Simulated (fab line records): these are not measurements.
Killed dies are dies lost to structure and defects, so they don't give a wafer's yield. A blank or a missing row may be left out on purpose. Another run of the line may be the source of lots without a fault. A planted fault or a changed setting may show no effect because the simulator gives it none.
Which of the tools did it?    flow nand-harc    13 lots, 39 wafers sampled, at 4 steps of a route of 1302

WHAT THE GAUGES SHOWED, per wafer
The record holds no reading of a measuring or inspecting step that can be judged against a usual standard deviation.

WHAT TOOL EACH LOT RAN ON (gives the tool, then ch and the chambers of the sampled wafers, and finally the start)
lot   NHARC_A_CHANNEL_FILL_D1_ALD_15                  NHARC_A_CHANNEL_FILL_D1_ALD_16    NHARC_A_CHANNEL_FILL_D1_ETCHBACK_20  NHARC_A_DECK1_JOINT_ETCHBACK_07
L935  ald-sin-batch-02 ch 0, day 10 01:26 or earlier  ald-hk-02 ch 0,3, day 10 01:26    rie-diel-05 ch 0,2, day 10 13:17     rie-si-01 ch 0,2,3, day 11 16:46
L936  ald-sin-batch-02 ch 0, day 9 23:19              ald-hk-04 ch 1,3, day 10 01:23    rie-diel-04 ch 1,3, day 10 13:17     rie-si-01 ch 1,3, day 11 13:07
L937  ald-sin-batch-01 ch 0, day 10 17:11 or earlier  ald-hk-04 ch 0,1,2, day 10 17:11  rie-diel-04 ch 0,1,3, day 11 05:00   rie-si-06 ch 1,2,3, day 12 05:05
L938  ald-sin-batch-01 ch 0, day 10 23:47 or earlier  ald-hk-02 ch 1,3, day 10 23:47    rie-diel-10 ch 1,2, day 11 12:46     rie-si-06 ch 0,1, day 12 13:11
L939  ald-sin-batch-01 ch 0, day 10 23:48 or earlier  ald-hk-04 ch 0,1,3, day 10 23:48  rie-diel-04 ch 0,1, day 11 12:47     rie-si-05 ch 0,1,3, day 12 19:32
L940  ald-sin-batch-01 ch 0, day 11 08:55 or earlier  ald-hk-04 ch 1,3, day 11 08:55    rie-diel-04 ch 0,2, day 11 20:49     rie-si-01 ch 0,2,3, day 12 19:30
L941  ald-sin-batch-01 ch 0, day 11 16:56 or earlier  ald-hk-02 ch 0,2,3, day 11 16:56  rie-diel-05 ch 0,2,3, day 12 05:35   rie-si-05 ch 1,2,3, day 13 05:11
L942  ald-sin-batch-01 ch 0, day 12 05:31 or earlier  ald-hk-01 ch 0,2,3, day 12 05:31  rie-diel-10 ch 0,3, day 12 17:41     rie-si-01 ch 0,2,3, day 13 17:14
L943  ald-sin-batch-03 ch 0, day 12 17:28             ald-hk-04 ch 0,1,2, day 12 19:29  rie-diel-05 ch 0,1,3, day 13 07:19   rie-si-01 ch 1,2,3, day 14 09:32
L946  ald-sin-batch-01 ch 0, day 13 18:52 or earlier  ald-hk-02 ch 0,2,3, day 13 18:52  rie-diel-10 ch 0,3, day 14 07:37     rie-si-01 ch 0,1,2, day 15 07:19
L948  ald-sin-batch-01 ch 0, day 15 10:50             ald-hk-04 ch 0,2,3, day 15 12:55  rie-diel-10 ch 1,2,3, day 16 01:17   rie-si-01 ch 0,2,3, day 17 01:01
L956  ald-sin-batch-03 ch 0, day 18 03:03 or earlier  ald-hk-02 ch 0,1,2, day 18 03:03  rie-diel-04 ch 0,1,2, day 18 15:10   rie-si-05 ch 0,2,3, day 19 14:56
L957  ald-sin-batch-03 ch 0, day 18 07:53 or earlier  ald-hk-04 ch 0,2,3, day 18 07:53  rie-diel-04 ch 0,1,2, day 18 19:48   rie-si-06 ch 0,1,3, day 19 19:23
- NHARC_A_CHANNEL_FILL_D1_ALD_15: deposits SiNx, target thk 2 nm, pulse time 60 s, ald cycles 19.
- NHARC_A_CHANNEL_FILL_D1_ALD_16: deposits SiO2, target thk 1.5 nm, pulse time 10 s, ald cycles 15.
- NHARC_A_CHANNEL_FILL_D1_ETCHBACK_20: etches the open film in C4F8/O2/Ar, target depth 27 nm, time 13.5 s.
- NHARC_A_DECK1_JOINT_ETCHBACK_07: etches the open film in HBr, target depth 105 nm, time 26.9 s.

AS READ BY THE TOOLS THEMSELVES (means over the sampled wafers that have a number; for cases with no such wafer, the mark the record gives instead)
NHARC_A_CHANNEL_FILL_D1_ALD_15. Usual: precursor-pulse-height-rel reads 1.000 (standard deviation 0.018).
lot   tool              precursor-pulse-height-rel  flag
L935  ald-sin-batch-02  0.997                       
L936  ald-sin-batch-02  1.008                       
L937  ald-sin-batch-01  0.989                       
L938  ald-sin-batch-01  0.992                       
L939  ald-sin-batch-01  1.002                       
L940  ald-sin-batch-01  1.005                       
L941  ald-sin-batch-01  1.004                       
L942  ald-sin-batch-01  0.980                       
L943  ald-sin-batch-03  1.004                       
L946  ald-sin-batch-01  1.005                       
L948  ald-sin-batch-01  0.992                       
L956  ald-sin-batch-03  1.002                       
L957  ald-sin-batch-03  1.006                       

NHARC_A_CHANNEL_FILL_D1_ALD_16. Usual: heater-power-w 454 W, standard deviation 57; precursor-pulse-height-rel 1.002, standard deviation 0.021.
lot   tool       heater-power-w (W)  precursor-pulse-height-rel  flag
L935  ald-hk-02  503                 0.996                       
L936  ald-hk-04  420                 0.992                       
L937  ald-hk-04  446                 0.989                       
L938  ald-hk-02  489                 0.995                       
L939  ald-hk-04  444                 1.012                       
L940  ald-hk-04  416                 0.990                       
L941  ald-hk-02  493                 1.022                       
L942  ald-hk-01  410                 0.997                       
L943  ald-hk-04  458                 0.984                       
L946  ald-hk-02  489                 1.010                       
L948  ald-hk-04  494                 1.004                       
L956  ald-hk-02  466                 1.008                       
L957  ald-hk-04  488                 1.001                       

NHARC_A_CHANNEL_FILL_D1_ETCHBACK_20. Usual: oes-product-au 0.96 a.u., standard deviation 0.036; rf-vpp-V 982 V, standard deviation 5.3.
lot   tool         oes-product-au (a.u.)  rf-vpp-V (V)  flag
L935  rie-diel-05  0.93                   985           
L936  rie-diel-04  1.00                   981           
L937  rie-diel-04  0.99                   983           
L938  rie-diel-10  1.00                   978           
L939  rie-diel-04  0.99                   980           
L940  rie-diel-04  0.92                   979           
L941  rie-diel-05  0.99                   984           
L942  rie-diel-10  0.99                   978           
L943  rie-diel-05  1.01                   983           
L946  rie-diel-10  0.98                   981           
L948  rie-diel-10  0.93                   977           
L956  rie-diel-04  1.00                   978           
L957  rie-diel-04  1.00                   978           

NHARC_A_DECK1_JOINT_ETCHBACK_07. Usual: drypump-motor-current-A 5.7 A, standard deviation 0.48; oes-product-au 1.003 a.u., standard deviation 0.012; throttle-valve-pct 23.266 %, standard deviation 0.0095.
lot   tool       drypump-motor-current-A (A)  oes-product-au (a.u.)  throttle-valve-pct (%)  flag
L935  rie-si-01  5.7                          0.999                  23.258                  
L936  rie-si-01  5.5                          1.009                  23.263                  
L937  rie-si-06  5.5                          0.997                  23.263                  
L938  rie-si-06  4.9                          0.995                  23.271                  
L939  rie-si-05  5.8                          0.999                  23.273                  
L940  rie-si-01  5.6                          1.005                  23.271                  
L941  rie-si-05  5.8                          1.004                  23.275                  
L942  rie-si-01  5.7                          0.998                  23.264                  
L943  rie-si-01  5.6                          1.017                  23.262                  
L946  rie-si-01  5.9                          1.024                  23.254                  
L948  rie-si-01  5.7                          1.121                  23.263                  OFF
L956  rie-si-05  6.2                          0.997                  23.267                  
L957  rie-si-06  5.2                          1.012                  23.272                  

THE ANSWER, worked out from the rows above alone
Rule: a lot is off if the mean of its wafers that have a number lies more than 3 standard deviations from the usual mean. A lot without any number at a reading at which 4 lots or more have one is off too. Where the step has rows for the other lots, those lots are counted as sound. Order of review: gauges by route order, followed by the tools' own readings, for which a lot's mean as printed above is used. The first step at which some lot is off is used, and at that step the reading that is off furthest; a lot without a number counts as furthest.
Off at NHARC_A_DECK1_JOINT_ETCHBACK_07 (oes-product-au): L948.
If a tool, at that step or one of the process steps before it, ran each lot that is off and ran no sound lot following the first of them, it fits. With no start given for some of its lots, NHARC_A_CHANNEL_FILL_D1_ALD_15 uses the hours and lot order of NHARC_A_CHANNEL_FILL_D1_ALD_16. Can't be told from this: 3 tools fit, ald-sin-batch-01 at NHARC_A_CHANNEL_FILL_D1_ALD_15, rie-diel-10 at NHARC_A_CHANNEL_FILL_D1_ETCHBACK_20, rie-si-01 at NHARC_A_DECK1_JOINT_ETCHBACK_07.

WHAT WAS PUT IN BY THE SIMULATOR
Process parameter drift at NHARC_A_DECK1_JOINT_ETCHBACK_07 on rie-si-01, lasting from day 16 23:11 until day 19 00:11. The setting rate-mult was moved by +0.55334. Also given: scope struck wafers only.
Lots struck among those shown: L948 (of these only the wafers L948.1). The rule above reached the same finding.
